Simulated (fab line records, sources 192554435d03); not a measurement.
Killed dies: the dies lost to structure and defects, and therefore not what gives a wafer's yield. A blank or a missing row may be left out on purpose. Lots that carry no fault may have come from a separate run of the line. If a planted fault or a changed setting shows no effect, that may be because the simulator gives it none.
The tool behind it: which one?    flow n5_finfet    72 wafers from 24 lots sampled at 4 of the route's 1938 steps

## WHAT THE GAUGES SHOWED, per wafer
N5_GATE_CUT_CD_MEAS_13: target cd 20 nm.
lot   measured      on         cd_nm (nm)
L074  day 4 16:10   cd_sem-03  19.80 20.09 20.25
L075  day 4 21:39   cd_sem-01  20.16 19.86 20.44
L076  day 4 22:53   cd_sem-01  20.12 20.01 20.52
L077  day 5 06:35   cd_sem-01  20.49 20.57 20.44
L078  day 5 14:44   cd_sem-02  20.24 20.17 19.77
L079  day 5 16:58   cd_sem-03  19.30 20.12 20.16
L080  day 5 23:13   cd_sem-03  20.04 20.14 20.32
L081  day 6 05:04   cd_sem-03  20.38 19.75 19.69
L083  day 6 16:50   cd_sem-02  19.74 20.33 20.22
L082  day 6 18:07   cd_sem-02  19.88 20.21 20.26
L084  day 7 01:21   cd_sem-02  19.92 19.83 20.21
L085  day 7 06:05   cd_sem-01  20.20 20.07 20.05
L086  day 7 11:47   cd_sem-02  20.31 20.32 20.45
L087  day 7 21:13   cd_sem-01  19.85 19.49 19.91
L088  day 8 06:53   cd_sem-02  20.16 20.40 20.14
L089  day 8 08:10   cd_sem-02  20.07 19.44 19.86
L090  day 8 13:56   cd_sem-01  19.99 19.86 20.11
L091  day 8 21:04   cd_sem-03  20.40 20.37 20.28
L092  day 9 01:37   cd_sem-03  19.52 20.52 20.00
L093  day 9 07:10   cd_sem-03  20.04 20.27 20.11
L094  day 9 12:35   cd_sem-03  20.04 20.28 20.27
L095  day 10 01:08  cd_sem-01  19.90 19.81 20.02
L096  day 10 02:38  cd_sem-03  19.33 19.88 19.85
L097  day 10 09:16  cd_sem-01  20.40 20.06 20.39

N5_MOL_CONTACT_COAG_INSPECT_10: inspects for defects (brightfield).
lot   measured      on                 raw_defect_count
L074  day 4 20:29   defect_inspect-02  44 41 47
L075  day 5 01:56   defect_inspect-01  52 31 35
L076  day 5 03:32   defect_inspect-02  84 53 123
L077  day 5 10:28   defect_inspect-01  95 113 61
L078  day 5 18:44   defect_inspect-02  68 87 54
L079  day 5 21:07   defect_inspect-02  58 39 56
L080  day 6 03:05   defect_inspect-02  56 58 41
L081  day 6 09:03   defect_inspect-02  49 79 57
L083  day 6 21:01   defect_inspect-01  71 98 99
L082  day 6 22:23   defect_inspect-02  63 88 95
L084  day 7 05:39   defect_inspect-01  79 68 63
L085  day 7 10:06   defect_inspect-02  39 54 58
L086  day 7 15:46   defect_inspect-01  45 35 52
L087  day 8 01:09   defect_inspect-02  79 82 55
L088  day 8 11:04   defect_inspect-01  41 49 41
L089  day 8 12:25   defect_inspect-01  59 58 80
L090  day 8 18:20   defect_inspect-01  72 82 65
L091  day 9 02:35   defect_inspect-01  110 68 58
L092  day 9 05:32   defect_inspect-02  54 53 52
L093  day 9 11:02   defect_inspect-02  32 33 44
L094  day 9 16:38   defect_inspect-02  52 89 120
L095  day 10 05:09  defect_inspect-02  46 40 93
L096  day 10 06:31  defect_inspect-01  100 93 193
L097  day 10 13:31  defect_inspect-01  64 71 91

## TOOL THAT RAN EACH LOT (tool first, then ch and the chambers of the sampled wafers, then the start)
lot   N5_GATE_CUT_ETCH_47                N5_GATE_CUT_CMP_23
L074  rie_metal-02 ch 0,1, day 4 16:50   cmp-01 ch 0,1,2, day 4 19:08
L075  rie_metal-01 ch 0, day 4 22:29     cmp-04 ch 1,2,3, day 5 00:25
L076  rie_metal-03 ch 0,1, day 5 00:05   cmp-01 ch 1,2,3, day 5 02:11
L077  rie_metal-03 ch 0,1, day 5 07:16   cmp-01 ch 0,1,2, day 5 09:02
L078  rie_metal-01 ch 0,1, day 5 15:25   cmp-04 ch 0,3, day 5 17:11
L079  rie_metal-01 ch 0,1, day 5 17:38   cmp-01 ch 0,1,3, day 5 19:25
L080  rie_metal-03 ch 0,1, day 5 23:53   cmp-04 ch 1,2,3, day 6 01:42
L081  rie_metal-03 ch 0,1, day 6 05:43   cmp-03 ch 0,1, day 6 07:31
L083  rie_metal-03 ch 0,1, day 6 17:49   cmp-03 ch 0,1, day 6 19:35
L082  rie_metal-03 ch 0,1, day 6 18:47   cmp-01 ch 0,2, day 6 20:58
L084  rie_metal-01 ch 0,1, day 7 02:19   cmp-04 ch 1,2, day 7 04:08
L085  rie_metal-03 ch 0, day 7 06:46     cmp-04 ch 0,1,2, day 7 08:34
L086  rie_metal-01 ch 0, day 7 12:26     cmp-03 ch 2,3, day 7 14:14
L087  rie_metal-03 ch 0,1, day 7 21:53   cmp-04 ch 1,2,3, day 7 23:41
L088  rie_metal-02 ch 0,1, day 8 07:46   cmp-03 ch 0,1,2, day 8 09:45
L089  rie_metal-03 ch 0,1, day 8 09:11   cmp-04 ch 1,2,3, day 8 11:06
L090  rie_metal-03 ch 0,1, day 8 14:37   cmp-01 ch 1,2,3, day 8 16:52
L091  rie_metal-01 ch 0,1, day 8 22:02   cmp-01 ch 0,1,2, day 9 01:00
L092  rie_metal-03 ch 0,1, day 9 02:20   cmp-04 ch 0,1, day 9 04:08
L093  rie_metal-03 ch 0,1, day 9 07:49   cmp-01 ch 2,3, day 9 09:40
L094  rie_metal-01 ch 0,1, day 9 13:24   cmp-04 ch 0,1,2, day 9 15:16
L095  rie_metal-01 ch 0,1, day 10 01:49  cmp-03 ch 1,2,3, day 10 03:36
L096  rie_metal-03 ch 0,1, day 10 03:19  cmp-03 ch 1,2,3, day 10 05:08
L097  rie_metal-01 ch 0,1, day 10 09:58  cmp-04 ch 0,3, day 10 11:53
- N5_GATE_CUT_ETCH_47: etches SiO2 in Cl2/BCl3, target depth 10 nm.
- N5_GATE_CUT_CMP_23: polishes, stops on SiO2, t overpolish 23.4 s, target thk 16 nm.

## WHAT THE TOOLS THEMSELVES READ (means of the sampled wafers that have a number; where no wafer has one, the mark that the record gives instead)
N5_GATE_CUT_ETCH_47.
lot   tool          chamber_pressure_mTorr (mTorr)  drypump_motor_current_A (A)  oes_product_au (a.u.)  throttle_valve_pct (%)
L074  rie_metal-02  10.005                          5.8                          0.70                   22.90
L075  rie_metal-01  10.002                          4.6                          0.97                   22.58
L076  rie_metal-03  9.999                           5.9                          0.83                   22.69
L077  rie_metal-03  10.004                          5.9                          0.82                   22.69
L078  rie_metal-01  9.998                           5.0                          0.97                   22.57
L079  rie_metal-01  9.999                           5.1                          0.96                   22.58
L080  rie_metal-03  9.998                           6.0                          0.82                   22.69
L081  rie_metal-03  10.004                          5.9                          0.81                   22.68
L083  rie_metal-03  10.001                          6.2                          0.85                   22.70
L082  rie_metal-03  10.011                          6.2                          0.85                   22.70
L084  rie_metal-01  10.001                          5.5                          0.94                   22.57
L085  rie_metal-03  10.004                          6.5                          0.89                   22.72
L086  rie_metal-01  9.994                           4.6                          0.94                   22.59
L087  rie_metal-03  10.003                          6.0                          0.80                   22.69
L088  rie_metal-02  10.007                          5.6                          0.66                   22.91
L089  rie_metal-03  9.998                           6.2                          0.83                   22.72
L090  rie_metal-03  10.005                          6.2                          0.83                   22.71
L091  rie_metal-01  10.004                          5.0                          0.92                   22.58
L092  rie_metal-03  9.999                           6.2                          0.83                   22.72
L093  rie_metal-03  10.001                          6.0                          0.79                   22.71
L094  rie_metal-01  10.007                          5.4                          0.91                   22.58
L095  rie_metal-01  10.002                          5.0                          0.91                   22.58
L096  rie_metal-03  10.012                          6.2                          0.82                   22.73
L097  rie_metal-01  9.996                           5.0                          0.90                   22.59

N5_GATE_CUT_CMP_23.
lot   tool    motor_current_A (A)  overpolish_run_s (s)  time_to_endpoint_s (s)
L074  cmp-01  10.0                 23.401                20.8
L075  cmp-04  8.7                  23.405                19.9
L076  cmp-01  9.0                  23.418                18.8
L077  cmp-01  10.0                 23.399                19.8
L078  cmp-04  7.5                  23.405                23.6
L079  cmp-01  9.7                  23.396                13.7
L080  cmp-04  8.7                  23.402                20.7
L081  cmp-03  7.7                  23.402                24.3
L083  cmp-03  7.7                  23.402                22.4
L082  cmp-01  10.5                 23.393                19.7
L084  cmp-04  8.5                  23.397                22.2
L085  cmp-04  8.2                  23.410                21.6
L086  cmp-03  8.6                  23.393                18.7
L087  cmp-04  8.7                  23.402                20.5
L088  cmp-03  7.4                  23.407                18.5
L089  cmp-04  8.9                  23.411                21.9
L090  cmp-01  9.1                  23.411                21.1
L091  cmp-01  9.6                  23.396                19.2
L092  cmp-04  8.8                  23.402                19.7
L093  cmp-01  9.2                  23.394                19.9
L094  cmp-04  8.1                  23.404                23.0
L095  cmp-03  8.3                  23.402                18.7
L096  cmp-03  8.3                  23.394                17.1
L097  cmp-04  7.4                  23.402                19.5

## THE ANSWER, worked out from the rows above alone
Rule: the usual values come from the lots themselves. The widest of any qualifying gaps counts: lots, ordered by their means at a reading, are off when they make up no more than a third of the lots, leave a main group of 4 or more, and stand apart from it by 3 or more times the standard deviation of that group's means. A main group is skipped when, at the precision printed for the reading in the tables above, its means are all equal. A lot without any number at a reading at which 4 lots or more have one is off too. Any other lot the step has rows for is counted as sound. First the gauges in route order, then the tools' own readings, where a lot's mean is used as printed above. At the first step where some lot is off, the reading lying furthest off is the one used; lots without a number count as furthest.
Nothing can be told from this: no lot is off at any reading shown.

## WHAT WAS PUT IN BY THE SIMULATOR
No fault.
